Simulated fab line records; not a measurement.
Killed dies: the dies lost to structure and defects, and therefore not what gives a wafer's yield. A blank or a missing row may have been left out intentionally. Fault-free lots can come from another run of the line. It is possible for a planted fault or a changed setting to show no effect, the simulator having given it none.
fab line records	flow nand_harc
record lots=5	wafers=15	last_day=33
route steps=1302 shown P_M2@328 END@1302
lots that met no fault: from a run of the same line without faults
start_h: start of the lot's first displayed wafer, in hours after the record's first day	wait_h: hours from the lot's prior step to this one	" identical to the entry in the row above	L1.1+2: several wafers, shown together as one row	- no value, or no start was given	* or withheld: withheld	< > ~ a bound
route shown NAME@n: names a module that has steps shown in the file, with the first one's number in the route	usual: average and standard deviation across the fault-free wafers	same: alike in all rows	chamber/n: place in a boat	sites: per-site readings	_std_site: standard deviation across them	_edge_site: inner sites' mean taken away from outer sites' mean	radius_mm: how far each site lies from the wafer's centre	mask NAME#n: copy n	behind: tool/chamber where the wafer was last shaped	hold: the reason the lot was held/the length of the hold in hours/how it ended	device: whichever transistor did not switch (one of n, p or np)	end of line: at the end of the route, the tests of the same wafers	a step without rows: its recipe alone	killed: count of dies lost to structure and defects at first sort (not the wafer's yield)	map: a wafer's dies, x killed, . not, _ none there
set.NAME: setting as actually run; set.NAME@STEP: the setting as run at that earlier step	model.NAME: the simulator's own value behind a step, which no gauge read
lots at some steps of the route; a table a step, a row a wafer
services: the hour from which a tool's chamber was out of use, counted from the record's first day as start_h (under 0 if before that day), plus the number of hours and why
## steps
# step NHARC_P_M2_CD_MEAS_09
# recipe target_cd_nm=170	landing_energy_ev=500
# usual cd_nm=170.0/0.5
lot.wafer	tool	chamber	start_h	wait_h	cd_nm
L860.1	cd_sem-01	0	140.38	-	169.8
L860.2	"	0	"	"	169.9
L860.3	"	0	"	"	169.5
L865.3	cd_sem-02	0	193.82	-	170.1
L865.5	"	0	"	"	170.1
L865.6	"	0	"	"	170.0
L873.1	cd_sem-03	0	273.87	-	169.7
L873.4	"	0	"	"	169.8
L873.5	"	0	"	"	169.3
L878.3	cd_sem-01	0	326.84	-	170.3
L878.5	"	0	"	"	170.7
L878.6	"	0	"	"	170.1
L882.2	cd_sem-01	0	358.56	-	170.1
L882.5	"	0	"	"	170.5
L882.6	"	0	"	"	171.0
# step NHARC_P_M2_OVL_MEAS_10
# recipe pitch_nm=340
# usual overlay_x_nm=0.2/0.92	overlay_y_nm=-0.4/0.81
lot.wafer	tool	chamber	start_h	wait_h	overlay_x_nm	overlay_y_nm
L860.1	overlay-01	-	140.47	-	0.0	0.9
L860.2	"	-	"	"	0.1	0.9
L860.3	"	-	"	"	-0.6	0.8
L865.3	overlay-02	-	193.90	-	-1.1	-0.1
L865.5	"	-	"	"	-1.0	-0.4
L865.6	"	-	"	"	-1.1	-0.5
L873.1	overlay-01	-	273.96	-	-0.8	-0.1
L873.4	"	-	"	"	-0.6	-0.4
L873.5	"	-	"	"	-0.9	-0.2
L878.3	overlay-02	-	326.93	-	0.3	-0.9
L878.5	"	-	"	"	0.4	-1.4
L878.6	"	-	"	"	0.1	-0.4
L882.2	overlay-01	-	358.65	-	0.2	-0.2
L882.5	"	-	"	"	0.1	0.5
L882.6	"	-	"	"	0.2	0.1
# step NHARC_P_M2_INSPECT_11
# usual raw_defect_count=5/3.1
lot.wafer	tool	chamber	start_h	wait_h	raw_defect_count
L860.1	defect_inspect-02	-	140.51	0.0	2
L860.2	"	-	"	"	2
L860.3	"	-	"	"	3
L865.3	defect_inspect-01	-	193.94	0.0	3
L865.5	"	-	"	"	3
L865.6	"	-	"	"	3
L873.1	defect_inspect-02	-	274.00	0.0	3
L873.4	"	-	"	"	0
L873.5	"	-	"	"	1
L878.3	defect_inspect-01	-	326.96	0.0	1
L878.5	"	-	"	"	3
L878.6	"	-	"	"	2
L882.2	defect_inspect-01	-	358.69	0.0	6
L882.5	"	-	"	"	4
L882.6	"	-	"	"	6
# step NHARC_P_M2_DESCUM_14
# recipe time_s=3	o2_flow_sccm=200	ar_flow_sccm=0	bias_power_w=0	chemistry=O2
# step NHARC_P_M2_ETCH_35
# recipe target_depth_a=400	overetch_a=120	time_s=43.94	ion_energy_ev=200	n2_flow_sccm=150	h2_flow_sccm=150	ar_flow_sccm=0	rf_w=400	bias_w=150	chemistry=N2/H2
# step NHARC_P_M2_ETCH_15
# recipe target_depth_a=1825	time_s=91.2	c4f8_flow_sccm=withheld	ar_flow_sccm=400	rf_w=600	bias_w=300	chemistry=C4F8/Ar
# usual chamber_pressure_mTorr=24.998/0.023	oes_product_au=0.946/0.024	rf_vpp_V=442.1/2.7
lot.wafer	tool	chamber	start_h	wait_h	chamber_pressure_mTorr	oes_product_au	rf_hours_counter_h	rf_vpp_V
L860.3	rie_diel-13	0	-	-	25.024	0.972	6.1	446.1
L860.1	"	1	"	"	25.012	0.926	6.4	439.9
L860.2	"	3	"	"	24.979	0.919	7.4	442.5
L865.3	rie_diel-07	0	-	-	24.956	0.931	4.7	442.6
L865.6	"	3	"	"	24.978	0.921	-	442.0
L865.5	"	0	"	"	25.002	0.932	-	444.2
L873.1	rie_diel-13	1	-	-	24.976	0.942	4.8	438.4
L873.4	"	3	"	"	25.030	0.931	5.1	443.7
L873.5	"	1	"	"	24.993	0.925	-	440.3
L878.3	rie_diel-13	2	-	-	25.025	0.925	5.7	443.8
L878.6	"	3	"	"	24.991	0.928	-	443.7
L878.5	"	0	"	"	24.977	0.931	-	446.0
L882.2	rie_diel-13	2	-	-	24.962	0.968	0.2	444.5
L882.6	"	0	"	"	25.001	0.987	-	444.1
L882.5	"	1	"	"	24.979	0.981	-	438.6
# step NHARC_P_M2_CD_MEAS_16
# usual cd_nm=170.0/0.67
lot.wafer	tool	chamber	start_h	wait_h	cd_nm
L860.1	cd_sem-01	-	140.92	-	170.1
L860.2	"	-	"	"	170.1
L860.3	"	-	"	"	169.5
L865.3	cd_sem-02	-	194.33	-	169.8
L865.5	"	-	"	"	170.2
L865.6	"	-	"	"	169.7
L873.1	cd_sem-01	-	274.36	-	169.3
L873.4	"	-	"	"	170.1
L873.5	"	-	"	"	168.9
L878.3	cd_sem-02	-	327.33	-	170.9
L878.5	"	-	"	"	171.3
L878.6	"	-	"	"	170.6
L882.2	cd_sem-01	-	359.06	-	170.7
L882.5	"	-	"	"	170.4
L882.6	"	-	"	"	170.6
# step NHARC_P_M2_STRIP_18
# recipe power_w=1000	n2_flow_sccm=150	h2_flow_sccm=150	ar_flow_sccm=0	bias_w=0	chemistry=N2/H2
# usual chamber_pressure_mTorr=30.001/0.026	drypump_motor_current_A=5.5/0.36	mfc_ar_sccm=0.011/0.012	oes_product_au=1.001/0.0066	rf_vpp_V=90.8/0.97	showerhead_plenum_p_Torr=2.07/0.094	throttle_valve_pct=14.172/0.009
lot.wafer	tool	chamber	start_h	wait_h	chamber_pressure_mTorr	drypump_motor_current_A	mfc_ar_sccm	oes_product_au	rf_hours_counter_h	rf_vpp_V	showerhead_plenum_p_Torr	throttle_valve_pct
L860.2	rie_diel-07	0	140.99	0.1	30.016	5.9	0.024	0.995	1.2	90.1	2.12	14.158
L860.1	"	1	"	"	30.014	5.7	0	1.012	1.2	90.4	2.13	14.163
L860.3	"	3	"	"	29.995	5.8	0.014	1.007	0.7	90.3	2.06	14.164
L865.3	rie_diel-09	0	194.47	0.1	29.983	5.5	0.011	1.011	1.5	91.0	2.14	14.179
L865.5	"	1	"	"	30.009	4.8	0	0.997	-	90.2	2.10	14.167
L865.6	"	2	"	"	30.008	5.3	0.007	0.999	-	91.2	2.03	14.175
L873.1	rie_diel-13	1	274.46	0.1	30.053	6.0	0	0.995	4.9	90.2	1.97	14.171
L873.4	"	3	"	"	30.024	5.9	0.007	0.993	5.1	91.3	2.12	14.172
L873.5	"	0	"	"	29.991	5.1	0	1.006	-	91.1	2.20	14.158
L878.3	rie_diel-13	0	327.45	0.1	29.987	5.1	0	1.017	7.2	89.7	2.20	14.166
L878.5	"	2	"	"	30.051	5.4	0.023	0.982	-	92.3	2.16	14.180
L878.6	"	3	"	"	29.992	5.9	0.007	0.994	-	90.9	2.12	14.172
L882.2	rie_diel-09	1	359.18	0.1	29.980	4.8	0	0.995	2.2	91.0	2.09	14.177
L882.6	"	3	"	"	30.016	5.7	0.037	1.002	-	90.5	1.92	14.185
L882.5	"	0	"	"	29.991	5.5	0.011	1.002	-	90.7	2.14	14.178
# step NHARC_P_M2_ETCH_28
# recipe target_depth_a=300	over_etch_frac=0.3	time_s=72.99	ion_energy_ev=150	cf4_flow_sccm=50	n2_flow_sccm=100	ar_flow_sccm=150	rf_w=300	bias_w=100	chemistry=CF4/N2
# usual chamber_pressure_mTorr=29.994/0.024	drypump_motor_current_A=5.5/0.38	mfc_ar_sccm=150.0/0.4	oes_product_au=1.002/0.0076	rf_vpp_V=314.8/1.9	showerhead_plenum_p_Torr=2.67/0.11	throttle_valve_pct=19.793/0.0083
lot.wafer	tool	chamber	start_h	wait_h	chamber_pressure_mTorr	drypump_motor_current_A	mfc_ar_sccm	oes_product_au	rf_hours_counter_h	rf_vpp_V	showerhead_plenum_p_Torr	throttle_valve_pct
L860.2	rie_diel-07	3	-	-	29.970	5.8	150.1	0.987	0.7	314.8	2.65	19.800
L860.1	"	0	"	"	30.048	5.9	149.6	0.999	1.3	315.5	2.72	19.778
L860.3	"	1	"	"	30.016	5.7	149.5	1.003	1.3	315.8	2.73	19.797
L865.3	rie_diel-09	3	-	-	29.939	5.8	150.4	1.000	1.3	310.5	2.49	19.785
L865.5	"	1	"	"	29.960	4.8	150.0	0.997	-	314.1	2.69	19.786
L865.6	"	2	"	"	29.978	5.3	149.9	0.999	-	312.9	2.62	19.806
L873.1	rie_diel-13	3	-	-	29.964	5.9	150.3	0.993	5.1	316.4	2.73	19.793
L873.4	"	1	"	"	30.012	6.0	149.8	0.986	4.9	313.4	2.55	19.801
L873.5	"	3	"	"	29.950	5.9	149.9	0.990	-	314.3	2.73	19.798
L878.3	rie_diel-13	3	-	-	29.974	5.9	149.7	0.988	7.0	317.4	2.73	19.796
L878.5	"	1	"	"	29.988	6.0	149.2	0.988	-	314.2	2.55	19.782
L878.6	"	2	"	"	30.009	5.3	150.2	0.989	-	316.3	2.77	19.800
L882.2	rie_diel-09	1	-	-	29.962	4.8	150.3	0.998	2.3	314.3	2.69	19.793
L882.5	"	0	"	"	29.982	5.6	149.4	1.007	-	315.6	2.74	19.799
L882.6	"	1	"	"	29.979	4.8	150.4	1.007	-	316.0	2.69	19.784
# step NHARC_P_M2_STRIP_19
# recipe time_s=600	temp_c=30	chemistry=post_etch_residue_remover
# step NHARC_P_M2_DEGAS_29
# recipe temp_c=250	time_s=60
# usual heater_power_w=326/33
lot.wafer	tool	chamber	start_h	wait_h	heater_power_w
L860.1	pvd_sputter-02	-	141.65	-	305
L860.3	"	-	"	"	290
L860.2	"	-	"	"	319
L865.3	pvd_sputter-03	-	195.05	-	288
L865.6	"	-	"	"	313
L865.5	"	-	"	"	264
L873.1	pvd_sputter-02	-	275.08	-	298
L873.4	"	-	"	"	309
L873.5	"	-	"	"	301
L878.3	pvd_sputter-03	-	328.04	-	348
L878.6	"	-	"	"	340
L878.5	"	-	"	"	327
L882.2	pvd_sputter-01	-	359.77	-	364
L882.5	"	-	"	"	352
L882.6	"	-	"	"	296
# step NHARC_P_M2_PRE_CLEAN_30
# recipe time_s=30	temp_c=280	gas=H2/He
# usual heater_power_w=396/41
lot.wafer	tool	chamber	start_h	wait_h	heater_power_w
L860.3	pvd_sputter-02	-	-	-	388
L860.1	"	-	"	"	367
L860.2	"	-	"	"	370
L865.3	pvd_sputter-03	-	-	-	320
L865.5	"	-	"	"	415
L865.6	"	-	"	"	392
L873.4	pvd_sputter-02	-	-	-	362
L873.1	"	-	"	"	369
L873.5	"	-	"	"	391
L878.3	pvd_sputter-03	-	-	-	411
L878.6	"	-	"	"	356
L878.5	"	-	"	"	416
L882.2	pvd_sputter-01	-	-	-	439
L882.5	"	-	"	"	433
L882.6	"	-	"	"	365
# step NHARC_P_M2_PVD_20
# recipe target_thk_a=50	bias_v=168.6	power_w=15000	chamber_pressure_pa=0.12	time_s=8.06	substrate_temp_c=50	material=TaN
# usual bias_v=168.7/1.5	throttle_valve_pct=30.3/0.85	time_s=8.06/0
lot.wafer	tool	chamber	start_h	wait_h	bias_v	throttle_valve_pct	time_s
L860.3	pvd_sputter-02	-	141.76	-	167.6	31.2	8.06
L860.2	"	-	"	"	170.2	29.4	8.06
L860.1	"	-	"	"	169.6	28.0	8.06
L865.3	pvd_sputter-03	-	195.15	-	167.4	30.2	8.06
L865.5	"	-	"	"	167.3	30.3	8.06
L865.6	"	-	"	"	166.6	30.4	8.06
L873.4	pvd_sputter-02	-	275.20	-	170.3	29.5	8.06
L873.1	"	-	"	"	169.9	28.1	8.06
L873.5	"	-	"	"	170.4	29.6	12.276
L878.3	pvd_sputter-03	-	328.15	-	169.2	30.2	8.06
L878.5	"	-	"	"	171.6	30.1	8.06
L878.6	"	-	"	"	171.3	31.6	8.06
L882.2	pvd_sputter-01	-	359.90	-	169.1	30.7	8.06
L882.5	"	-	"	"	171.0	30.6	8.06
L882.6	"	-	"	"	168.6	31.0	8.06
# step NHARC_P_M2_PVD_21
# recipe target_thk_a=300	chamber_pressure_pa=5	power_w=5000	substrate_temp_c=30	time_s=20.49	material=Cu
# step NHARC_END_SORT_01
# recipe temp_c=25
# usual defect_limited_yield=91.2/2.5	killed_at_array=55/17	killed_at_other=1.1/1.4	killed_at_periphery=3.9/3	killed_dies=59/17	killed_open=3.5/2	killed_short=2.6/1.6
# same gross_dies=677
lot.wafer	tool	chamber	start_h	wait_h	defect_limited_yield[%]	killed_at_array	killed_at_other	killed_at_periphery	killed_dies	killed_open	killed_short
L860.1	prober-01	0	580.71	2.6	90.5	58	1	5	64	6	4
L860.2	prober-01	0	581.52	2.9	90.4	62	0	3	65	6	0
L860.3	prober-01	0	582.33	3.2	93.5	43	0	1	44	3	2
L865.3	prober-02	0	636.75	3.1	93.8	41	0	1	42	2	3
L865.5	prober-02	0	638.36	3.7	93.8	38	0	4	42	6	3
L865.6	prober-02	0	639.17	4.0	94.4	35	1	2	38	0	5
L873.1	prober-01	0	712.55	2.5	90.8	58	0	4	62	5	5
L873.4	prober-01	0	714.96	3.4	89.4	71	0	1	72	2	2
L873.5	prober-01	0	715.76	3.7	90.0	65	0	3	68	6	2
L878.3	prober-01	0	766.01	3.1	90.5	62	0	2	64	5	4
L878.5	prober-01	0	767.65	3.8	87.0	84	0	4	88	1	2
L878.6	prober-01	0	768.46	4.1	88.2	78	0	2	80	2	3
L882.2	prober-02	0	788.98	2.8	90.3	57	3	6	66	3	1
L882.5	prober-02	0	791.39	3.7	90.5	57	3	4	64	4	2
L882.6	prober-02	0	792.20	4.0	89.8	59	5	5	69	4	4
# killed by level:class
L860.1 A_CHANNEL_HOLE_D1:chamber_film_flake=24 A_CHANNEL_HOLE_D2:chamber_film_flake=14 P_BONDPAD:chamber_film_flake=3 A_ZERO_WELL:chamber_film_flake=3 A_CHANNEL_FILL_D1:chamber_film_flake=3 A_STAIRCASE:chamber_film_flake=3 A_ONON_D1:geometric_particle:open=2 A_M0:geometric_particle:open=2
L860.2 A_CHANNEL_HOLE_D2:chamber_film_flake=31 A_CHANNEL_HOLE_D1:chamber_film_flake=11 A_CONTACT:chamber_film_flake=5 A_CHANNEL_FILL_D1:chamber_film_flake=4 A_STAIRCASE:chamber_film_flake=3 A_CONTACT:geometric_particle:open=2 P_BONDPAD:chamber_film_flake=2 A_DECK1_JOINT:chamber_film_flake=2
L860.3 A_CHANNEL_HOLE_D2:chamber_film_flake=15 A_CHANNEL_HOLE_D1:chamber_film_flake=8 A_STAIRCASE:chamber_film_flake=6 A_CHANNEL_FILL_D1:chamber_film_flake=4 A_CONTACT:chamber_film_flake=3 A_CHANNEL_HOLE_D1:geometric_particle:open=2 A_DECK1_JOINT:chamber_film_flake=2 A_DECK1_JOINT:geometric_particle:open=1
L865.3 A_CHANNEL_HOLE_D2:chamber_film_flake=15 A_CHANNEL_HOLE_D1:chamber_film_flake=8 A_STAIRCASE:chamber_film_flake=4 A_CHANNEL_FILL_D2:chamber_film_flake=3 A_WL_FILL:chamber_film_flake=2 A_CONTACT:chamber_film_flake=2 A_ONON_D1:geometric_particle:short=1 A_CHANNEL_FILL_D1:geometric_particle:short=1
L865.5 A_CHANNEL_HOLE_D2:chamber_film_flake=17 A_CHANNEL_HOLE_D1:chamber_film_flake=3 A_STAIRCASE:chamber_film_flake=3 A_CHANNEL_FILL_D2:chamber_film_flake=3 A_SLIT:chamber_film_flake=2 P_STI:geometric_particle:open=1 P_M2:geometric_particle:open=1 A_CHANNEL_FILL_D1:geometric_particle:short=1
L865.6 A_CHANNEL_HOLE_D2:chamber_film_flake=16 A_CHANNEL_FILL_D2:chamber_film_flake=4 A_STAIRCASE:chamber_film_flake=3 A_ZERO_WELL:chamber_film_flake=2 A_CHANNEL_HOLE_D1:chamber_film_flake=2 A_CONTACT:chamber_film_flake=2 A_ONON_D1:geometric_particle:short=1 A_CHANNEL_HOLE_D1:geometric_particle:short=1
L873.1 A_SLIT:chamber_film_flake=27 A_CHANNEL_HOLE_D1:chamber_film_flake=15 A_CHANNEL_HOLE_D2:chamber_film_flake=5 A_ONON_D2:geometric_particle:short=2 A_CONTACT:chamber_film_flake=2 P_GATE:geometric_particle:open=1 P_CONTACT:geometric_particle:open=1 P_M0:geometric_particle:open=1
L873.4 A_SLIT:chamber_film_flake=35 A_CHANNEL_HOLE_D1:chamber_film_flake=24 A_CHANNEL_HOLE_D2:chamber_film_flake=3 A_CHANNEL_FILL_D2:chamber_film_flake=3 P_CONTACT:geometric_particle:open=1 A_CHANNEL_HOLE_D1:geometric_particle:open=1 A_CHANNEL_HOLE_D1:geometric_particle:short=1 A_DECK1_JOINT:geometric_particle:short=1
L873.5 A_SLIT:chamber_film_flake=34 A_CHANNEL_HOLE_D1:chamber_film_flake=14 A_CONTACT:chamber_film_flake=4 P_CONTACT:geometric_particle:open=2 A_WL_FILL:geometric_particle:short=2 A_CHANNEL_FILL_D1:chamber_film_flake=2 A_DECK1_JOINT:chamber_film_flake=2 A_CHANNEL_HOLE_D2:chamber_film_flake=2
L878.3 A_SLIT:chamber_film_flake=23 A_CHANNEL_HOLE_D2:chamber_film_flake=15 A_CONTACT:chamber_film_flake=9 A_CHANNEL_HOLE_D1:chamber_film_flake=4 A_WL_FILL:chamber_film_flake=3 A_CHANNEL_FILL_D2:geometric_particle:short=2 A_WL_FILL:geometric_particle:open=2 P_M2:geometric_particle:short=1
L878.5 A_SLIT:chamber_film_flake=28 A_CHANNEL_HOLE_D2:chamber_film_flake=26 A_CONTACT:chamber_film_flake=13 A_CHANNEL_HOLE_D1:chamber_film_flake=8 A_STAIRCASE:chamber_film_flake=3 P_CONTACT:geometric_particle:open=1 A_WL_FILL:geometric_particle:short=1 A_M0:geometric_particle:short=1
L878.6 A_SLIT:chamber_film_flake=26 A_CHANNEL_HOLE_D2:chamber_film_flake=21 A_CHANNEL_HOLE_D1:chamber_film_flake=15 A_CONTACT:chamber_film_flake=6 A_WL_FILL:chamber_film_flake=2 A_SOURCE_PLATE:geometric_particle:short=1 A_CHANNEL_FILL_D1:geometric_particle:short=1 A_DECK1_JOINT:geometric_particle:short=1
L882.2 A_SLIT:chamber_film_flake=41 A_CONTACT:chamber_film_flake=8 P_GATE:chamber_film_flake=4 THIN_TSV:chamber_film_flake=3 A_ZERO_WELL:chamber_film_flake=2 A_CHANNEL_FILL_D2:chamber_film_flake=2 P_CONTACT:geometric_particle:open=1 A_ONON_D1:geometric_particle:short=1
L882.5 A_SLIT:chamber_film_flake=36 A_CONTACT:chamber_film_flake=9 A_CHANNEL_HOLE_D1:chamber_film_flake=5 THIN_TSV:chamber_film_flake=3 A_ONON_D1:geometric_particle:open=2 P_GATE:geometric_particle:open=1 P_CONTACT:geometric_particle:short=1 P_CONTACT:geometric_particle:open=1
L882.6 A_SLIT:chamber_film_flake=38 A_CONTACT:chamber_film_flake=5 THIN_TSV:chamber_film_flake=5 A_CHANNEL_FILL_D2:chamber_film_flake=4 P_GATE:chamber_film_flake=3 A_WL_FILL:chamber_film_flake=3 P_CONTACT:geometric_particle:short=1 A_ONON_D1:geometric_particle:short=1
## services
tool	chamber	start_h	hours	kind
rie_diel-07	-	117.20	9.0	pm
rie_diel-13	1	121.42	12.2	repair
rie_diel-13	2	131.73	12.6	repair
rie_diel-09	-	143.10	9.0	pm
rie_diel-09	0	163.07	6.6	repair
rie_diel-13	-	165.00	9.0	pm
pvd_sputter-03	-	170.00	10.0	pm
rie_diel-13	2	183.85	7.4	repair
pvd_sputter-02	-	185.45	1.8	repair
rie_diel-07	3	200.40	4.0	repair
pvd_sputter-01	-	226.04	10.0	pm
pvd_sputter-02	-	239.15	0.5	repair
rie_diel-09	1	240.36	4.9	repair
rie_diel-13	2	240.90	4.3	repair
rie_diel-09	2	243.48	5.8	repair
pvd_sputter-03	-	252.23	9.5	repair
rie_diel-09	-	270.74	13.2	repair
pvd_sputter-02	-	282.02	10.0	pm
pvd_sputter-02	-	306.49	26.0	repair
rie_diel-09	1	318.38	2.7	repair
rie_diel-09	-	320.10	9.0	pm
pvd_sputter-03	-	324.24	1.3	repair
rie_diel-09	2	331.54	8.0	repair
rie_diel-13	-	342.03	9.0	pm
## key
first_sign step=NHARC_P_M2_PVD_20	reading=time_s	direction=up	sigmas=99+	usual=*	struck=*
effect none on later readings
met_at NHARC_P_M2_PVD_20
struck_wafers L873.5
onset_between 141.76 275.20
fault kind=process_parameter_drift	tool=pvd_sputter-02	chamber=-	onset_h=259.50	steps=NHARC_P_M2_PVD_20	channel=time_s	offset=*	shape=step	end_h=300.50	scope=struck_wafers_only	acts_in=*	stated=*
